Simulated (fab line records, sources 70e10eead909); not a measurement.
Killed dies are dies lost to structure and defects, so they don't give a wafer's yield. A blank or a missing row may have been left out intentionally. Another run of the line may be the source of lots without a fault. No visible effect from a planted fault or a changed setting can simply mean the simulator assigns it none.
Chamber matching | flow nand_harc | NHARC_A_CONTACT_STRIP_55 on rie_diel-12 has 4 sister chambers
The step strips in O2. 18 wafers are shown with their chamber, then 9 later ones without.

EACH WAFER AND ITS CHAMBER
wafer  | chamber | showerhead_plenum_p_Torr (Torr) | drypump_motor_current_A (A) | throttle_valve_pct (%)
L392.1 | 0       | 3.49                            | 5.3                         | 17.035
L392.4 | 3       | 3.69                            | 5.3                         | 17.041
L392.5 | 3       | 3.69                            | 5.3                         | 17.030
L396.1 | 0       | 3.49                            | 5.3                         | 17.033
L396.2 | 2       | 3.75                            | 6.3                         | 17.043
L396.6 | 2       | 3.75                            | 6.3                         | 17.052
L395.4 | 3       | 3.68                            | 5.2                         | 17.043
L395.5 | 3       | 3.68                            | 5.2                         | 17.041
L395.6 | 2       | 3.75                            | 6.3                         | 17.042
L398.1 | 3       | 3.68                            | 5.3                         | 17.033
L398.2 | 1       | 3.64                            | 6.2                         | 17.024
L398.6 | 0       | 3.49                            | 5.4                         | 17.043
L400.1 | 1       | 3.64                            | 6.2                         | 17.029
L400.3 | 0       | 3.48                            | 5.4                         | 17.027
L400.6 | 2       | 3.74                            | 6.3                         | 17.021
L402.1 | 2       | 3.74                            | 6.3                         | 17.038
L402.2 | 3       | 3.68                            | 5.3                         | 17.037
L402.4 | 0       | 3.48                            | 5.4                         | 17.027

SIGNATURES (averages over the wafers above)
reading                  | chamber 0 | chamber 1 | chamber 2 | chamber 3 | scatter within a chamber
showerhead_plenum_p_Torr | 3.4860    | 3.6400    | 3.7460    | 3.6833    | 0.00516
drypump_motor_current_A  | 5.360     | 6.200     | 6.300     | 5.267     | 0.0425
throttle_valve_pct       | 17.03300  | 17.02650  | 17.03920  | 17.03750  | 0.00774
Rule: a wafer lies at a distance from a chamber equal to the root of the sum of squares, over the readings, of (its reading less the chamber's mean, divided by the reading's scatter). If the next closest chamber is less than 2 further off than the closest, the wafer can't be placed; otherwise it belongs to the closest. The scatter: the root of (the sum of the squares of (reading less its chamber's mean) over the shown wafers, divided by (wafers less chambers)).

WAFERS WITHOUT THEIR CHAMBER
wafer  | showerhead_plenum_p_Torr (Torr) | drypump_motor_current_A (A) | throttle_valve_pct (%)
L407.1 | 3.74                            | 6.4                         | 17.024
L407.5 | 3.48                            | 5.3                         | 17.050
L407.6 | 3.68                            | 5.3                         | 17.031
L406.3 | 3.68                            | 5.2                         | 17.032
L406.4 | 3.48                            | 5.3                         | 17.043
L406.6 | 3.74                            | 6.3                         | 17.029
L408.1 | 3.74                            | 6.3                         | 17.035
L408.2 | 3.48                            | 5.4                         | 17.029
L408.3 | 3.63                            | 6.2                         | 17.019

CHAMBER TAKEN BY EACH
wafer  | from the rows above | in truth
L407.1 | 2                   | 2
L407.5 | 0                   | 0
L407.6 | 3                   | 3
L406.3 | 3                   | 3
L406.4 | 0                   | 0
L406.6 | 2                   | 2
L408.1 | 2                   | 2
L408.2 | 0                   | 0
L408.3 | 1                   | 1
9 of 9 placed correctly. Left unplaced by these rows: 0. Placed wrongly: 0.
